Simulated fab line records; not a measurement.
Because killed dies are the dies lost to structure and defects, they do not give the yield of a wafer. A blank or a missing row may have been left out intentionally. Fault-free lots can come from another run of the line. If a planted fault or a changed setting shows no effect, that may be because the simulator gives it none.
Struck lot and sound lot, side by side / flow n5Finfet / 15 steps out of a route of 1938
Sound: these wafers, L627.1, L627.2, L627.5. Struck: wafers L631.3, L631.5. (L631.4 of the same lot was not struck and is left out.) The cause comes at the end.
At each step with rows: each side's tool, then ch and its chambers, then its first start. Under that, the readings that differ: sound wafers / struck wafers / difference of the means / sigmas: that difference in standard deviations of wafers without a fault.
alike: readings with means less than 2 such deviations apart, plus words and numbers identical on both sides. not compared: withheld readings, readings lacking a value on some wafer, bounds such as >300 that could conceal the same value, and numbers that have no deviation in the record and whose values overlap.
A row with sigmas, a row that says differs or no value, or rows on one side alone: a step with any of these is where the two part. Numbers that have no deviation but don't overlap get no sigmas and don't part them. Lack of a reading on every wafer of one side parts them only where that side has two or more wafers.

first, 2 steps without rows for these wafers: N5_BEOL_M2_PEB_09 (peb time 60 s); N5_BEOL_M2_DEVELOP_10 (develop time 30 s).
N5_BEOL_M2_CD_MEAS_11 targets a cd of 16.79 nm.
  sound on cdSem-03 ch 0, day 7 18:27; struck on cdSem-01 ch 0, day 9 04:26
  alike: cdNm
N5_BEOL_M2_OVL_MEAS_12:
  sound on overlay-02 ch 0, day 7 18:29; struck on overlay-01 ch 0, day 9 04:29
  alike: M2_OVL
N5_BEOL_M2_INSPECT_13: inspects for defects (brightfield).
  sound: defectInspect-01 at day 7 18:32; struck: defectInspect-01 at day 9 04:31
  alike: rawDefectCount
N5_BEOL_M2_DESCUM_16: chemistry O2, time 7 s.
  sound on rieDiel-03 ch 1,2,3, day 7 18:34; struck on rieDiel-03 ch 0,1, day 9 04:34
  alike: drypumpMotorCurrentA, oesProductAu, rfVppV, showerheadPlenumPTorr, tempC, throttleValvePct
  not compared: rfHoursCounterH
N5_BEOL_M2_ETCH_74: etches underlayer in N2/H2, target depth 6.5 nm, time 5.2 s.
  sound on rieDiel-03 ch 1,2,3, day 7 18:36; struck on rieDiel-03 ch 0,1, day 9 04:36
reading=etchRfOnTimeS (s); sound=5.37 5.30 5.05; struck=4.92 4.94; difference=-0.31; sigmas=-2
  alike: drypumpMotorCurrentA, h2FlowSccm, n2FlowSccm, oesProductAu, rfVppV, showerheadPlenumPTorr, throttleValvePct
  not compared: rfHoursCounterH
N5_BEOL_M2_ETCH_63: etches SiARC in CF4, target depth 15.6 nm, time 26 s.
  sound on rieDiel-03 ch 1,2,3, day 7 18:37; struck on rieDiel-03 ch 0,1, day 9 04:37
  alike: drypumpMotorCurrentA, etchRfOnTimeS, oesProductAu, rfVppV, showerheadPlenumPTorr, throttleValvePct
  not compared: rfHoursCounterH
N5_BEOL_M2_ETCH_64: etches SOC in N2/H2, target depth 75 nm, overetch 22.5 nm, time 121.9 s.
  sound on rieDiel-03 ch 1,2,3, day 7 18:39; struck on rieDiel-03 ch 0,1, day 9 04:39
  alike: drypumpMotorCurrentA, h2FlowSccm, n2FlowSccm, oesProductAu, rfVppV, showerheadPlenumPTorr, tempC, throttleValvePct
  not compared: rfHoursCounterH
then, 2 steps without rows for these wafers: N5_BEOL_M2_STRIP_65 (strips in N2/H2); N5_BEOL_M2_STRIP_75 (strips in N2/H2).
N5_BEOL_M2_STRIP_66: strips in CF4.
  sound on rieDiel-03 ch 1,2,3, day 7 18:47; struck on rieDiel-03 ch 0,1, day 9 04:47
reading=powerW (W); sound=298.9 298.5 297.3; struck=301.0 300.1; difference=+2.3; sigmas=+2
  alike: drypumpMotorCurrentA, oesProductAu, rfVppV, showerheadPlenumPTorr, throttleValvePct
  not compared: rfHoursCounterH
N5_BEOL_M2_HM_OPEN_17: chemistry Cl2/BCl3, target TiN, target depth 20 nm, overetch 6 nm.
  sound on rieMetal-03 ch 1, day 7 18:49; struck on rieMetal-01 ch 0, day 9 04:51
reading=oesProductAu (a.u.); sound=0.56 0.55 0.56; struck=0.72 0.73; difference=+0.17; sigmas=+2
reading=model.SOC_of_BEOL_M2_COAT_61.thkNm (nm); sound=52.2 52.2 52.2; struck=53 53; difference=+1; sigmas=
  alike: drypumpMotorCurrentA, heBacksideLeakSccm, throttleValvePct
  not compared: rfHoursCounterH
then, 1 step without rows for these wafers: N5_BEOL_M2_STRIP_19 (strips in O2).
-- record jumps: 3 days separate the struck wafers' starts on either side; left off in module BEOL_M2, taken up again in module BEOL_M4, whose first shown step is the route's number 1111 --
N5_BEOL_M4_RC_MEAS_101:
  sound on prober-02 ch 0, day 10 16:11; struck on prober-02 ch 0, day 11 17:19
  alike: DIBL_N, DIBL_P, IOFF_N, IOFF_P, ION_N, ION_P, SS_N, SS_P, VT_N, VT_P

== WHERE THEY PART ==
First at N5_BEOL_M2_ETCH_74; last, within this record, at N5_BEOL_M2_HM_OPEN_17. Later steps at which nothing parts them and some readings are alike: N5_BEOL_M4_RC_MEAS_101.

WHY: what the simulator had put in
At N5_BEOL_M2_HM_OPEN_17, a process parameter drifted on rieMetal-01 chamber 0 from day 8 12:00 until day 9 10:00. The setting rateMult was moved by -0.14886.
